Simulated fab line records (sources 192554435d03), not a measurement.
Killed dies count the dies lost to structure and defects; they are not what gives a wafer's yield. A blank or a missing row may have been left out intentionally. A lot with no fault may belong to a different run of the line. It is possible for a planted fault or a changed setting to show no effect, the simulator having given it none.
fab line records | flow n5Finfet | part 1 of 2: steps 1 to 3 of 6
[record] lots = 22 | wafers = 66 | lastDay = 17
route steps=1938 shown BEOL_M14@1729 BEOL_M15@1784
lots with no fault: from the same line, run without faults
startH: start of the lot's first displayed wafer, in hours after the record's first day | waitH: hours since the lot's step before | " same as the row above | L1.1+2: one row covering several wafers at once | - no value, or no start given | * or withheld: withheld | < > ~ a bound
route shown NAME@n: a module of which the file shows steps, and the number in the route of the first | usual: the fault-free wafers' mean and standard deviation | same: alike in all rows | chamber/n: place in a boat | sites: per-site readings | _std_site: standard deviation of those values | _edge_site: outer sites' mean less inner sites' | radiusMm: how far each site lies from the wafer's centre | mask NAME#n: copy n | behind: the last tool/chamber to shape the wafer | hold: cause of the lot's hold/its duration in hours/its outcome | device: transistor that didn't switch, given as n, p or np | end of line: the route-end tests of the same wafers | a step without rows: its recipe alone | killed: at the first sort, the dies lost to defects and structure; wafer yield is something else | map: a wafer's dies, marking killed ones x, the rest . and places with no die _
set.NAME: the run value of the setting; set.NAME@STEP: its run value at that earlier step | model.NAME: the simulator's own value behind a step, which no gauge read
steps of the route over a sample of lots; a table a step, a row a wafer
services: a tool's chamber out of use, with start hour (startH, from the record's first day; less than 0 if before it), hours out, and reason
[[steps]]
[step N5_BEOL_M14_DESCUM_15]
[recipe] chemistry = O2 | timeS = 7.9 | sourcePowerW = 50 | biasPowerW = 20 | pressureMtorr = 20 | rfFrequencyHz = 2.712e+07 | tempC = 40 | o2FlowSccm = 225
[usual] drypumpMotorCurrentA = 6.0/0.44 | oesProductAu = 0.82/0.1 | rfVppV = 243.3/1.4 | showerheadPlenumPTorr = 2.10/0.08 | throttleValvePct = 20.26/0.26
[same] timeS = 7.9
lot.wafer | tool       | chamber | startH | waitH | drypumpMotorCurrentA | oesProductAu | rfHoursCounterH | rfVppV | showerheadPlenumPTorr | throttleValvePct
L076.1    | rieDiel-04 | 2       | 240.79 | 0.3   | 6.4                  | 0.70         | 238             | 242.0  | 2.04                  | 20.59
L076.2    | "          | 0       | "      | "     | 6.6                  | 0.69         | 225             | 244.6  | 2.17                  | 20.30
L076.4    | "          | 3       | "      | "     | 6.1                  | 0.79         | -               | 242.5  | 2.01                  | 20.19
L075.1    | rieDiel-03 | 0       | 244.34 | 0.0   | 5.3                  | 0.70         | 214             | 242.7  | 2.08                  | 20.54
L075.2    | "          | 3       | "      | "     | 5.5                  | 0.85         | 66              | 241.5  | 2.03                  | 20.41
L075.3    | "          | 2       | "      | "     | 6.0                  | 0.69         | 248             | 244.2  | 2.14                  | 20.98
L077.2    | rieDiel-04 | 3       | 249.57 | 0.0   | 6.0                  | 0.78         | 148             | 242.1  | 2.00                  | 20.20
L077.3    | "          | 0       | "      | "     | 6.5                  | 0.68         | 229             | 243.7  | 2.17                  | 20.30
L077.5    | "          | 0       | "      | "     | 6.6                  | 0.67         | -               | 244.1  | 2.17                  | 20.30
L078.2    | rieDiel-04 | 3       | 269.21 | 0.0   | 6.1                  | 0.77         | 151             | 240.6  | 2.00                  | 20.19
L078.3    | "          | 0       | "      | "     | 6.6                  | 0.68         | 238             | 242.3  | 2.16                  | 20.32
L078.6    | "          | 1       | "      | "     | 6.1                  | 0.97         | -               | 244.1  | 2.16                  | 20.01
L079.1    | rieDiel-05 | 2       | 280.99 | 0.0   | 6.0                  | 0.94         | 22              | 243.7  | 2.23                  | 20.32
L079.4    | "          | 0       | "      | "     | 5.9                  | 0.96         | -               | 246.5  | 2.24                  | 20.00
L079.6    | "          | 1       | "      | "     | 5.0                  | 0.68         | -               | 242.1  | 2.06                  | 20.22
L080.4    | rieDiel-04 | 1       | 283.48 | 0.1   | 6.1                  | 0.94         | -               | 244.0  | 2.15                  | 20.02
L080.5    | "          | 0       | "      | "     | 6.6                  | 0.68         | -               | 244.7  | 2.16                  | 20.33
L080.6    | "          | 3       | "      | "     | 6.1                  | 0.76         | -               | 242.8  | 2.00                  | 20.21
L081.3    | rieDiel-04 | 1       | 285.80 | 0.3   | 6.1                  | 0.93         | 8               | 243.2  | 2.15                  | 20.02
L081.4    | "          | 3       | "      | "     | 6.1                  | 0.76         | -               | 241.3  | 2.00                  | 20.21
L081.5    | "          | 1       | "      | "     | 6.1                  | 0.93         | -               | 244.0  | 2.15                  | 20.01
L084.1    | rieDiel-05 | 0       | 298.63 | 0.0   | 5.9                  | 0.94         | 14              | 245.8  | 2.24                  | 20.01
L084.2    | "          | 2       | "      | "     | 5.9                  | 0.92         | 31              | 245.4  | 2.23                  | 20.30
L084.6    | "          | 0       | "      | "     | 5.9                  | 0.93         | -               | 245.2  | 2.24                  | 20.00
L082.1    | rieDiel-03 | 3       | 301.54 | 0.0   | 5.5                  | 0.82         | 85              | 242.9  | 2.03                  | 20.45
L082.2    | "          | 1       | "      | "     | 6.6                  | 0.81         | 100             | 242.7  | 2.02                  | 20.08
L082.6    | "          | 1       | "      | "     | 6.6                  | 0.81         | -               | 240.2  | 2.02                  | 20.10
L083.2    | rieDiel-03 | 0       | 302.00 | 0.0   | 5.3                  | 0.69         | 233             | 241.6  | 2.07                  | 20.57
L083.4    | "          | 2       | "      | "     | 6.0                  | 0.95         | 11              | 243.4  | 2.14                  | 20.65
L083.6    | "          | 3       | "      | "     | 5.5                  | 0.83         | -               | 242.0  | 2.03                  | 20.44
L085.1    | rieDiel-03 | 1       | 314.98 | 0.0   | 6.6                  | 0.80         | 105             | 242.8  | 2.02                  | 20.11
L085.5    | "          | 1       | "      | "     | 6.6                  | 0.81         | -               | 242.7  | 2.02                  | 20.08
L085.6    | "          | 0       | "      | "     | 5.3                  | 0.68         | -               | 243.7  | 2.07                  | 20.58
L087.1    | rieDiel-05 | 0       | 324.57 | 0.0   | 5.8                  | 0.90         | 22              | 245.5  | 2.24                  | 20.02
L087.5    | "          | 3       | "      | "     | 6.2                  | 0.92         | -               | 244.9  | 2.12                  | 19.65
L087.6    | "          | 2       | "      | "     | 5.9                  | 0.90         | -               | 244.7  | 2.22                  | 20.35
L089.1    | rieDiel-05 | 2       | 329.86 | 0.0   | 6.0                  | 0.90         | 42              | 245.0  | 2.22                  | 20.34
L089.3    | "          | 0       | "      | "     | 5.9                  | 0.90         | 24              | 245.6  | 2.24                  | 20.02
L089.4    | "          | 0       | "      | "     | 5.9                  | 0.90         | -               | 245.1  | 2.24                  | 20.02
L086.1    | rieDiel-05 | 2       | 338.11 | 0.0   | 6.0                  | 0.90         | 46              | 245.1  | 2.22                  | 20.34
L086.2    | "          | 0       | "      | "     | 5.9                  | 0.90         | 28              | 244.6  | 2.23                  | 20.04
L086.4    | "          | 3       | "      | "     | 6.1                  | 0.92         | -               | 244.0  | 2.11                  | 19.66
L088.1    | rieDiel-04 | 0       | 346.46 | 0.1   | 6.6                  | 0.96         | 6               | 244.7  | 2.16                  | 20.03
L088.4    | "          | 1       | "      | "     | 6.1                  | 0.89         | 30              | 242.3  | 2.15                  | 20.03
L088.5    | "          | 3       | "      | "     | 6.1                  | 0.74         | -               | 241.8  | 1.99                  | 20.23
L090.3    | rieDiel-03 | 3       | 348.46 | 0.0   | 5.5                  | 0.81         | 102             | 241.4  | 2.02                  | 20.46
L090.5    | "          | 0       | "      | "     | 5.3                  | 0.67         | -               | 243.8  | 2.07                  | 20.61
L090.6    | "          | 3       | "      | "     | 5.5                  | 0.81         | -               | 240.4  | 2.02                  | 20.45
L092.2    | rieDiel-03 | 1       | 355.44 | 0.0   | 6.6                  | 0.79         | 121             | 242.6  | 2.01                  | 20.13
L092.4    | "          | 0       | "      | "     | 5.4                  | 0.67         | 247             | 242.9  | 2.07                  | 20.60
L092.6    | "          | 0       | "      | "     | 5.3                  | 0.67         | -               | 240.8  | 2.07                  | 20.57
L091.1    | rieDiel-04 | 2       | 356.10 | 0.0   | 6.4                  | 0.91         | 29              | 240.9  | 2.02                  | 20.26
L091.4    | "          | 1       | "      | "     | 6.1                  | 0.89         | 33              | 243.9  | 2.15                  | 20.05
L091.5    | "          | 1       | "      | "     | 6.1                  | 0.87         | -               | 242.8  | 2.15                  | 20.04
L094.1    | rieDiel-03 | 1       | 379.56 | 0.0   | 6.6                  | 0.78         | 131             | 241.8  | 2.01                  | 20.15
L094.2    | "          | 2       | "      | "     | 6.0                  | 0.88         | 44              | 244.2  | 2.13                  | 20.71
L094.6    | "          | 3       | "      | "     | 5.5                  | 0.80         | -               | 242.0  | 2.02                  | 20.48
L097.1    | rieDiel-03 | 3       | 380.31 | 0.3   | 5.5                  | 0.80         | 116             | 242.3  | 2.02                  | 20.47
L097.2    | "          | 1       | "      | "     | 6.6                  | 0.79         | 132             | 241.8  | 2.01                  | 20.15
L097.3    | "          | 2       | "      | "     | 6.0                  | 0.89         | 44              | 243.7  | 2.13                  | 20.72
L095.3    | rieDiel-04 | 1       | 384.63 | 0.0   | 6.1                  | 0.87         | 43              | 245.5  | 2.14                  | 20.07
L095.5    | "          | 1       | "      | "     | 6.1                  | 0.87         | -               | 244.3  | 2.14                  | 20.05
L095.6    | "          | 0       | "      | "     | 6.5                  | 0.92         | -               | 244.0  | 2.15                  | 20.05
L096.1    | rieDiel-05 | 2       | 388.95 | 0.0   | 6.0                  | 0.87         | 65              | 244.9  | 2.22                  | 20.37
L096.4    | "          | 3       | "      | "     | 6.1                  | 0.87         | 32              | 244.0  | 2.11                  | 19.70
L096.6    | "          | 2       | "      | "     | 5.9                  | 0.87         | -               | 244.5  | 2.22                  | 20.37
[step N5_BEOL_M14_ETCH_59]
[recipe] chemistry = N2/H2 | target = BARC | targetDepthA = 890 | overetchA = 267 | timeS = 67.9 | ionEnergyEv = 200 | pressureMtorr = 30 | sourceW = 840 | biasW = 150 | n2FlowSccm = 200 | h2FlowSccm = 200
[usual] drypumpMotorCurrentA = 6.0/0.44 | oesProductAu = 0.70/0.08 | rfVppV = 524.2/2.8 | showerheadPlenumPTorr = 2.56/0.091 | throttleValvePct = 17.75/0.28
[same] timeS = 67.9
lot.wafer | tool       | chamber | startH | waitH | drypumpMotorCurrentA | oesProductAu | rfHoursCounterH | rfVppV | showerheadPlenumPTorr | throttleValvePct
L076.1    | rieDiel-04 | 2       | 240.83 | 0.0   | 6.4                  | 0.59         | 238             | 523.4  | 2.51                  | 18.24
L076.2    | "          | 0       | "      | "     | 6.6                  | 0.59         | 225             | 526.5  | 2.61                  | 17.70
L076.4    | "          | 3       | "      | "     | 6.1                  | 0.66         | -               | 521.5  | 2.44                  | 17.73
L075.1    | rieDiel-03 | 0       | 244.38 | 0.0   | 5.4                  | 0.60         | 214             | 522.3  | 2.50                  | 17.91
L075.2    | "          | 3       | "      | "     | 5.5                  | 0.72         | 66              | 521.0  | 2.49                  | 17.90
L075.3    | "          | 2       | "      | "     | 5.9                  | 0.60         | 248             | 526.6  | 2.61                  | 18.51
L077.2    | rieDiel-04 | 3       | 249.60 | 0.0   | 6.1                  | 0.66         | 148             | 521.1  | 2.44                  | 17.73
L077.3    | "          | 0       | "      | "     | 6.6                  | 0.59         | 229             | 525.8  | 2.61                  | 17.71
L077.5    | "          | 0       | "      | "     | 6.6                  | 0.59         | -               | 526.4  | 2.61                  | 17.71
L078.2    | rieDiel-04 | 3       | 269.25 | 0.0   | 6.1                  | 0.65         | 151             | 520.6  | 2.44                  | 17.75
L078.3    | "          | 0       | "      | "     | 6.6                  | 0.58         | 238             | 525.8  | 2.61                  | 17.71
L078.6    | "          | 1       | "      | "     | 6.1                  | 0.83         | -               | 524.2  | 2.61                  | 17.36
L079.1    | rieDiel-05 | 2       | 281.03 | 0.0   | 5.9                  | 0.79         | 22              | 528.1  | 2.71                  | 17.82
L079.4    | "          | 0       | "      | "     | 5.9                  | 0.81         | -               | 529.2  | 2.73                  | 17.46
L079.6    | "          | 1       | "      | "     | 5.0                  | 0.59         | -               | 523.0  | 2.51                  | 17.81
L080.4    | rieDiel-04 | 1       | 283.53 | 0.0   | 6.1                  | 0.81         | -               | 526.0  | 2.60                  | 17.34
L080.5    | "          | 0       | "      | "     | 6.6                  | 0.59         | -               | 526.1  | 2.61                  | 17.73
L080.6    | "          | 3       | "      | "     | 6.1                  | 0.66         | -               | 521.9  | 2.44                  | 17.75
L081.3    | rieDiel-04 | 1       | 285.83 | 0.0   | 6.1                  | 0.80         | 8               | 525.7  | 2.60                  | 17.35
L081.4    | "          | 3       | "      | "     | 6.0                  | 0.66         | -               | 520.4  | 2.43                  | 17.76
L081.5    | "          | 1       | "      | "     | 6.1                  | 0.80         | -               | 524.9  | 2.60                  | 17.35
L084.1    | rieDiel-05 | 0       | 298.67 | 0.0   | 5.8                  | 0.79         | 14              | 527.7  | 2.72                  | 17.48
L084.2    | "          | 2       | "      | "     | 6.0                  | 0.79         | 31              | 528.6  | 2.71                  | 17.83
L084.6    | "          | 0       | "      | "     | 5.8                  | 0.79         | -               | 528.0  | 2.72                  | 17.48
L082.1    | rieDiel-03 | 3       | 301.58 | 0.0   | 5.5                  | 0.71         | 85              | 521.1  | 2.48                  | 17.92
L082.2    | "          | 1       | "      | "     | 6.6                  | 0.69         | 100             | 521.0  | 2.47                  | 17.64
L082.6    | "          | 1       | "      | "     | 6.6                  | 0.69         | -               | 522.2  | 2.47                  | 17.65
L083.2    | rieDiel-03 | 0       | 302.04 | 0.0   | 5.3                  | 0.59         | 233             | 524.1  | 2.49                  | 17.95
L083.4    | "          | 2       | "      | "     | 6.0                  | 0.81         | 11              | 524.4  | 2.60                  | 18.14
L083.6    | "          | 3       | "      | "     | 5.5                  | 0.70         | -               | 522.1  | 2.48                  | 17.89
L085.1    | rieDiel-03 | 1       | 315.01 | 0.0   | 6.6                  | 0.69         | 105             | 522.6  | 2.47                  | 17.65
L085.5    | "          | 1       | "      | "     | 6.6                  | 0.68         | -               | 521.4  | 2.47                  | 17.65
L085.6    | "          | 0       | "      | "     | 5.3                  | 0.59         | -               | 522.5  | 2.49                  | 17.96
L087.1    | rieDiel-05 | 0       | 324.60 | 0.0   | 5.9                  | 0.78         | 22              | 527.8  | 2.72                  | 17.48
L087.5    | "          | 3       | "      | "     | 6.2                  | 0.80         | -               | 526.8  | 2.59                  | 17.17
L087.6    | "          | 2       | "      | "     | 5.9                  | 0.76         | -               | 529.1  | 2.71                  | 17.85
L089.1    | rieDiel-05 | 2       | 329.90 | 0.0   | 5.9                  | 0.76         | 42              | 527.6  | 2.71                  | 17.87
L089.3    | "          | 0       | "      | "     | 5.8                  | 0.77         | 24              | 528.6  | 2.72                  | 17.50
L089.4    | "          | 0       | "      | "     | 5.8                  | 0.76         | -               | 528.9  | 2.72                  | 17.49
L086.1    | rieDiel-05 | 2       | 338.15 | 0.0   | 5.9                  | 0.75         | 46              | 528.4  | 2.70                  | 17.86
L086.2    | "          | 0       | "      | "     | 5.9                  | 0.76         | 28              | 528.6  | 2.72                  | 17.50
L086.4    | "          | 3       | "      | "     | 6.1                  | 0.78         | -               | 525.3  | 2.58                  | 17.19
L088.1    | rieDiel-04 | 0       | 346.49 | 0.0   | 6.6                  | 0.80         | 6               | 527.2  | 2.60                  | 17.34
L088.4    | "          | 1       | "      | "     | 6.1                  | 0.76         | 30              | 525.3  | 2.59                  | 17.40
L088.5    | "          | 3       | "      | "     | 6.1                  | 0.64         | -               | 521.5  | 2.43                  | 17.79
L090.3    | rieDiel-03 | 3       | 348.49 | 0.0   | 5.5                  | 0.69         | 102             | 520.9  | 2.47                  | 17.95
L090.5    | "          | 0       | "      | "     | 5.4                  | 0.59         | -               | 521.6  | 2.49                  | 17.98
L090.6    | "          | 3       | "      | "     | 5.5                  | 0.69         | -               | 521.8  | 2.47                  | 17.94
L092.2    | rieDiel-03 | 1       | 355.48 | 0.0   | 6.6                  | 0.67         | 121             | 521.3  | 2.46                  | 17.66
L092.4    | "          | 0       | "      | "     | 5.4                  | 0.58         | 247             | 522.6  | 2.49                  | 17.95
L092.6    | "          | 0       | "      | "     | 5.4                  | 0.59         | -               | 521.9  | 2.49                  | 17.98
L091.1    | rieDiel-04 | 2       | 356.13 | 0.0   | 6.4                  | 0.77         | 29              | 522.4  | 2.50                  | 17.86
L091.4    | "          | 1       | "      | "     | 6.1                  | 0.75         | 33              | 526.3  | 2.59                  | 17.39
L091.5    | "          | 1       | "      | "     | 6.1                  | 0.75         | -               | 524.8  | 2.59                  | 17.39
L094.1    | rieDiel-03 | 1       | 379.60 | 0.0   | 6.5                  | 0.66         | 131             | 521.9  | 2.45                  | 17.71
L094.2    | "          | 2       | "      | "     | 6.0                  | 0.74         | 44              | 524.7  | 2.59                  | 18.20
L094.6    | "          | 3       | "      | "     | 5.5                  | 0.67         | -               | 521.0  | 2.47                  | 17.98
L097.1    | rieDiel-03 | 3       | 380.34 | 0.0   | 5.5                  | 0.68         | 116             | 519.6  | 2.47                  | 17.97
L097.2    | "          | 1       | "      | "     | 6.6                  | 0.66         | 132             | 520.8  | 2.45                  | 17.70
L097.3    | "          | 2       | "      | "     | 6.0                  | 0.75         | 44              | 524.6  | 2.59                  | 18.21
L095.3    | rieDiel-04 | 1       | 384.66 | 0.0   | 6.1                  | 0.73         | 43              | 524.7  | 2.59                  | 17.41
L095.5    | "          | 1       | "      | "     | 6.1                  | 0.74         | -               | 526.4  | 2.59                  | 17.41
L095.6    | "          | 0       | "      | "     | 6.6                  | 0.77         | -               | 524.8  | 2.59                  | 17.40
L096.1    | rieDiel-05 | 2       | 388.98 | 0.0   | 6.0                  | 0.73         | 65              | 527.7  | 2.70                  | 17.88
L096.4    | "          | 3       | "      | "     | 6.1                  | 0.75         | 32              | 524.7  | 2.57                  | 17.25
L096.6    | "          | 2       | "      | "     | 5.9                  | 0.74         | -               | 527.2  | 2.70                  | 17.89
[step N5_BEOL_M14_STRIP_64]
[recipe] chemistry = O2 | powerW = 600 | tempC = 60 | pressureMtorr = 30 | rfFrequencyHz = 6e+07 | biasPowerW = 0 | overashFraction = 0.3 | o2FlowSccm = 225
[usual] drypumpMotorCurrentA = 6.0/0.44 | oesProductAu = 0.82/0.1 | rfVppV = 3.6/0.48 | showerheadPlenumPTorr = 2.11/0.079 | throttleValvePct = 16.51/0.25
[same] overashFraction = 0.3
lot.wafer | tool       | chamber | startH | waitH | drypumpMotorCurrentA | oesProductAu | rfHoursCounterH | rfVppV | showerheadPlenumPTorr | throttleValvePct
L076.1    | rieDiel-04 | 2       | -      | -     | 6.3                  | 0.69         | 238             | 3.5    | 2.04                  | 16.91
L076.2    | "          | 0       | "      | "     | 6.6                  | 0.68         | 226             | 3.3    | 2.17                  | 16.58
L076.4    | "          | 3       | "      | "     | 6.1                  | 0.76         | -               | 4.0    | 2.01                  | 16.44
L075.1    | rieDiel-03 | 0       | -      | -     | 5.3                  | 0.69         | 214             | 3.5    | 2.08                  | 16.82
L075.2    | "          | 3       | "      | "     | 5.5                  | 0.85         | 66              | 3.6    | 2.04                  | 16.62
L075.3    | "          | 2       | "      | "     | 5.9                  | 0.69         | 248             | 4.8    | 2.15                  | 17.22
L077.2    | rieDiel-04 | 3       | -      | -     | 6.1                  | 0.78         | 148             | 3.9    | 2.01                  | 16.46
L077.3    | "          | 0       | "      | "     | 6.6                  | 0.69         | 230             | 3.5    | 2.17                  | 16.59
L077.5    | "          | 0       | "      | "     | 6.6                  | 0.68         | -               | 3.0    | 2.17                  | 16.61
L078.2    | rieDiel-04 | 3       | -      | -     | 6.1                  | 0.77         | 152             | 4.0    | 2.01                  | 16.47
L078.3    | "          | 0       | "      | "     | 6.6                  | 0.68         | 238             | 3.4    | 2.17                  | 16.60
L078.6    | "          | 1       | "      | "     | 6.1                  | 0.98         | -               | 3.4    | 2.16                  | 16.21
L079.1    | rieDiel-05 | 2       | -      | -     | 5.9                  | 0.94         | 23              | 4.0    | 2.23                  | 16.49
L079.4    | "          | 0       | "      | "     | 5.9                  | 0.96         | -               | 4.3    | 2.25                  | 16.22
L079.6    | "          | 1       | "      | "     | 5.0                  | 0.68         | -               | 3.0    | 2.06                  | 16.55
L080.4    | rieDiel-04 | 1       | -      | -     | 6.1                  | 0.94         | -               | 3.7    | 2.16                  | 16.23
L080.5    | "          | 0       | "      | "     | 6.6                  | 0.67         | -               | 2.7    | 2.17                  | 16.63
L080.6    | "          | 3       | "      | "     | 6.1                  | 0.76         | -               | 4.0    | 2.01                  | 16.49
L081.3    | rieDiel-04 | 1       | -      | -     | 6.1                  | 0.93         | 9               | 4.0    | 2.16                  | 16.21
L081.4    | "          | 3       | "      | "     | 6.1                  | 0.76         | -               | 4.2    | 2.00                  | 16.50
L081.5    | "          | 1       | "      | "     | 6.1                  | 0.93         | -               | 3.2    | 2.16                  | 16.22
L084.1    | rieDiel-05 | 0       | -      | -     | 5.9                  | 0.93         | 14              | 4.4    | 2.24                  | 16.24
L084.2    | "          | 2       | "      | "     | 5.9                  | 0.92         | 31              | 3.2    | 2.23                  | 16.51
L084.6    | "          | 0       | "      | "     | 5.9                  | 0.92         | -               | 4.1    | 2.24                  | 16.24
L082.1    | rieDiel-03 | 3       | -      | -     | 5.5                  | 0.83         | 85              | 4.6    | 2.03                  | 16.66
L082.2    | "          | 1       | "      | "     | 6.6                  | 0.82         | 100             | 4.2    | 2.02                  | 16.38
L082.6    | "          | 1       | "      | "     | 6.6                  | 0.81         | -               | 3.6    | 2.02                  | 16.38
L083.2    | rieDiel-03 | 0       | -      | -     | 5.4                  | 0.68         | 233             | 2.8    | 2.08                  | 16.86
L083.4    | "          | 2       | "      | "     | 6.0                  | 0.95         | 11              | 3.1    | 2.14                  | 16.80
L083.6    | "          | 3       | "      | "     | 5.5                  | 0.84         | -               | 3.6    | 2.03                  | 16.65
L085.1    | rieDiel-03 | 1       | -      | -     | 6.6                  | 0.81         | 105             | 3.3    | 2.02                  | 16.39
L085.5    | "          | 1       | "      | "     | 6.6                  | 0.80         | -               | 4.6    | 2.02                  | 16.40
L085.6    | "          | 0       | "      | "     | 5.3                  | 0.68         | -               | 3.0    | 2.08                  | 16.87
L087.1    | rieDiel-05 | 0       | -      | -     | 5.9                  | 0.91         | 22              | 3.3    | 2.24                  | 16.26
L087.5    | "          | 3       | "      | "     | 6.2                  | 0.94         | -               | 3.8    | 2.12                  | 15.96
L087.6    | "          | 2       | "      | "     | 5.9                  | 0.91         | -               | 3.1    | 2.23                  | 16.53
L089.1    | rieDiel-05 | 2       | -      | -     | 6.0                  | 0.91         | 43              | 3.7    | 2.23                  | 16.55
L089.3    | "          | 0       | "      | "     | 5.9                  | 0.90         | 25              | 3.6    | 2.24                  | 16.27
L089.4    | "          | 0       | "      | "     | 5.9                  | 0.90         | -               | 3.1    | 2.24                  | 16.26
L086.1    | rieDiel-05 | 2       | -      | -     | 5.9                  | 0.90         | 46              | 3.5    | 2.23                  | 16.55
L086.2    | "          | 0       | "      | "     | 5.8                  | 0.90         | 28              | 3.0    | 2.24                  | 16.28
L086.4    | "          | 3       | "      | "     | 6.1                  | 0.91         | -               | 3.7    | 2.12                  | 15.96
L088.1    | rieDiel-04 | 0       | -      | -     | 6.6                  | 0.94         | 6               | 3.3    | 2.16                  | 16.23
L088.4    | "          | 1       | "      | "     | 6.1                  | 0.89         | 30              | 3.6    | 2.15                  | 16.26
L088.5    | "          | 3       | "      | "     | 6.1                  | 0.74         | -               | 3.7    | 2.00                  | 16.53
L090.3    | rieDiel-03 | 3       | -      | -     | 5.5                  | 0.81         | 102             | 3.4    | 2.03                  | 16.69
L090.5    | "          | 0       | "      | "     | 5.3                  | 0.68         | -               | 3.4    | 2.07                  | 16.88
L090.6    | "          | 3       | "      | "     | 5.5                  | 0.81         | -               | 3.9    | 2.03                  | 16.71
L092.2    | rieDiel-03 | 1       | -      | -     | 6.6                  | 0.79         | 121             | 3.0    | 2.02                  | 16.41
L092.4    | "          | 0       | "      | "     | 5.4                  | 0.68         | 248             | 3.1    | 2.07                  | 16.89
L092.6    | "          | 0       | "      | "     | 5.4                  | 0.68         | -               | 3.2    | 2.07                  | 16.88
L091.1    | rieDiel-04 | 2       | -      | -     | 6.3                  | 0.91         | 29              | 3.0    | 2.03                  | 16.51
L091.4    | "          | 1       | "      | "     | 6.1                  | 0.88         | 33              | 3.6    | 2.15                  | 16.25
L091.5    | "          | 1       | "      | "     | 6.1                  | 0.88         | -               | 3.7    | 2.15                  | 16.27
L094.1    | rieDiel-03 | 1       | -      | -     | 6.6                  | 0.78         | 131             | 3.5    | 2.01                  | 16.43
L094.2    | "          | 2       | "      | "     | 6.0                  | 0.89         | 44              | 2.8    | 2.13                  | 16.88
L094.6    | "          | 3       | "      | "     | 5.5                  | 0.79         | -               | 4.0    | 2.02                  | 16.73
L097.1    | rieDiel-03 | 3       | -      | -     | 5.5                  | 0.79         | 117             | 3.1    | 2.02                  | 16.73
L097.2    | "          | 1       | "      | "     | 6.5                  | 0.78         | 132             | 3.5    | 2.01                  | 16.44
L097.3    | "          | 2       | "      | "     | 6.0                  | 0.88         | 45              | 4.0    | 2.13                  | 16.88
L095.3    | rieDiel-04 | 1       | -      | -     | 6.1                  | 0.86         | 43              | 3.8    | 2.15                  | 16.30
L095.5    | "          | 1       | "      | "     | 6.0                  | 0.85         | -               | 4.4    | 2.15                  | 16.29
L095.6    | "          | 0       | "      | "     | 6.6                  | 0.93         | -               | 4.8    | 2.16                  | 16.26
L096.1    | rieDiel-05 | 2       | -      | -     | 6.0                  | 0.86         | 65              | 3.4    | 2.22                  | 16.56
L096.4    | "          | 3       | "      | "     | 6.1                  | 0.88         | 32              | 3.5    | 2.11                  | 16.00
L096.6    | "          | 2       | "      | "     | 6.0                  | 0.86         | -               | 3.6    | 2.22                  | 16.56
